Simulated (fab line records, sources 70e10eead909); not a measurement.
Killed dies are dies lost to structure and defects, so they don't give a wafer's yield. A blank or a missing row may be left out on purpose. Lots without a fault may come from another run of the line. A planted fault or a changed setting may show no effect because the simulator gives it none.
A struck lot beside a sound one | flow nand_harc | 40 steps out of a route of 1302
Sound: wafers L771.1, L771.3, L771.4. Struck: wafers L789.4, L789.5. (L789.6 of the same lot was not struck and is left out.) The cause comes at the end.
At each step with rows: each side's tool, then ch and its chambers, then its first start. Under that, the readings that differ: sound wafers | struck wafers | difference of the means | sigmas: that difference in standard deviations of wafers without a fault.
alike: readings whose means differ by less than 2 such deviations, and words and numbers that are the same on both sides. not compared: withheld readings, readings that some wafer has no value for, bounds like >300 that may hide the same value, and numbers for which the record gives no deviation and whose values overlap.
The two part at a step that has a row with sigmas, a row that says differs or no value, or rows on one side only. Numbers that don't overlap but have no deviation are shown without sigmas and don't part them. A reading that every wafer of one side lacks parts them only if that side has two wafers or more.

NHARC_P_CONTACT_ETCH_35: etches the open film in CF4, target depth 39 nm, time 65 s.
  sound on rie_diel-11 ch 0,1,2, day 7 06:01; struck on rie_diel-10 ch 1,2, day 15 02:05
  alike: bias_w, drypump_motor_current_A, oes_product_au, rf_vpp_V, showerhead_plenum_p_Torr, throttle_valve_pct
  not compared: rf_hours_counter_h
NHARC_P_CONTACT_ETCH_36: etches the open film in N2/H2, target depth 260 nm, time 406.25 s.
  sound on rie_diel-11 ch 1,2,3; struck on rie_diel-10 ch 0,1
  alike: bias_w, drypump_motor_current_A, n2_flow_sccm, oes_product_au, rf_vpp_V, showerhead_plenum_p_Torr, throttle_valve_pct
  not compared: rf_hours_counter_h
then, 3 steps without rows for these wafers: NHARC_P_CONTACT_ETCH_18 (etches the open film in C4F8/O2/Ar, target depth 481 nm, time 240.5 s); NHARC_P_CONTACT_STRIP_37 (strips in C4F8/O2/Ar); NHARC_P_CONTACT_ETCH_31 (etches the open film in CH3F/O2, target depth 30 nm, time 85.7 s).
NHARC_P_CONTACT_CD_MEAS_19:
  sound on cd_sem-03, day 7 06:48; struck on cd_sem-03, day 15 02:52
  alike: cd_nm
then, 2 steps without rows for these wafers: NHARC_P_CONTACT_STRIP_28 (strips in O2); NHARC_P_CONTACT_STRIP_29 (strips in post etch residue remover, time 1200 s).
NHARC_P_CONTACT_DEGAS_38: time 60 s.
  sound on pvd_sputter-01, day 7 07:31; struck on pvd_sputter-01, day 15 03:34
  alike: heater_power_w
then, 3 steps without rows for these wafers: NHARC_P_CONTACT_PRE_CLEAN_39 (time 19.5 s); NHARC_P_CONTACT_PVD_32 (deposits Ti, target thk 5 nm, time 17.7 s); NHARC_P_CONTACT_ALD_22 (deposits TiN, target thk 3 nm, pulse time 1 s, ald cycles 150).
NHARC_P_CONTACT_CVD_23: deposits W, target thk 200 nm, time 557 s.
  sound on cvd_w-02 ch 0,1, day 7 08:04; struck on cvd_w-01 ch 0, day 15 04:17
  reading            | sound       | struck  | difference | sigmas
  heater_power_w (W) | 490 486 520 | 371 354 | -136       | -3
  alike: throttle_valve_pct
  not compared: since_wet_clean_h
NHARC_P_CONTACT_CMP_24: polishes, t overpolish 30 s, target thk 200 nm.
  sound on cmp-01 ch 1,2,3, day 7 08:38; struck on cmp-02 ch 1,2, day 15 04:41
  alike: motor_current_A, overpolish_run_s, slurry_flow_ml_min, time_to_endpoint_s
then, 11 steps without rows for these wafers: NHARC_P_CONTACT_SRD_26; NHARC_P_M0_DEP_00 (deposits SiOC, target thk 150 nm); NHARC_P_M0_DEHYDRATE_01 (time 120 s); NHARC_P_M0_HMDS_02 (time 30 s); NHARC_P_M0_COAT_33 (time 65 s); NHARC_P_M0_COAT_03 (resist thk 90 nm); NHARC_P_M0_SOFTBAKE_04 (time 55 s); NHARC_P_M0_EBR_05; NHARC_P_M0_EXPOSE_06 (exposes mask P M0, target cd 90 nm); NHARC_P_M0_PEB_07 (peb time 65 s); NHARC_P_M0_DEVELOP_08 (develop time 35 s).
NHARC_P_M0_CD_MEAS_09: target cd 90 nm.
  sound on cd_sem-02 ch 0, day 7 09:47; struck on cd_sem-02 ch 0, day 15 05:59
  alike: cd_nm
NHARC_P_M0_OVL_MEAS_10: pitch 180 nm.
  sound on overlay-02, day 7 09:53; struck on overlay-02, day 15 06:04
  alike: overlay_x_nm, overlay_y_nm
then, 3 steps without rows for these wafers: NHARC_P_M0_DESCUM_14 (chemistry O2, time 3 s); NHARC_P_M0_ETCH_34 (etches the open film in N2/H2, target depth 40 nm, overetch 12 nm, time 43.94 s); NHARC_P_M0_ETCH_15 (etches the open film in C4F8/Ar, target depth 150 nm, overetch 15 nm, time 82.5 s).
NHARC_P_M0_CD_MEAS_16:
  sound on cd_sem-01, day 7 10:17; struck on cd_sem-01, day 15 06:28
  alike: cd_nm
NHARC_P_M0_STRIP_18: strips in N2/H2.
  sound on rie_diel-13 ch 0,1,2, day 7 10:23; struck on rie_diel-04 ch 0,1, day 15 06:34
  reading                         | sound          | struck    | difference | sigmas
  showerhead_plenum_p_Torr (Torr) | 1.95 1.88 1.94 | 2.00 2.18 | +0.17      | +2
  alike: drypump_motor_current_A, n2_flow_sccm, oes_product_au, rf_vpp_V, throttle_valve_pct
  not compared: rf_hours_counter_h
then, 7 steps without rows for these wafers: NHARC_P_M0_STRIP_19 (strips in post etch residue remover, time 600 s); NHARC_P_M0_DEGAS_28 (time 60 s); NHARC_P_M0_PRE_CLEAN_29 (time 30 s); NHARC_P_M0_PVD_20 (deposits TaN, target thk 5 nm, time 8.06 s); NHARC_P_M0_PVD_21 (deposits Cu, target thk 30 nm, time 20.49 s); NHARC_P_M0_ECD_22 (material Cu, target thk 400 nm); NHARC_P_M0_ANNEAL_30 (time 90 s).
-- the record jumps here: 18 days lie between the struck wafers' starts before and after (it left off in module P_M0 and takes up again in module END, whose first step shown is number 1302 of the route) --
NHARC_END_SORT_01:
  sound on prober-02 ch 0, day 26 04:25; struck on prober-02 ch 0, day 33 09:53
  reading             | sound    | struck | difference | sigmas
  killed_at_periphery | 2 3 3    | 24 23  | +21        | +7
  killed_dies         | 34 42 48 | 81 77  | +38        | +2
  alike: killed_at_array, killed_at_other, killed_open, killed_short

WHERE THEY PART
First at NHARC_P_CONTACT_CVD_23; last, within this record, at NHARC_END_SORT_01.

WHY: what the simulator had put in
Chamber particle source: cvd_w-01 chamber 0, from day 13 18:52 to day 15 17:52, at NHARC_P_CONTACT_CVD_23. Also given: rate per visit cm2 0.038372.
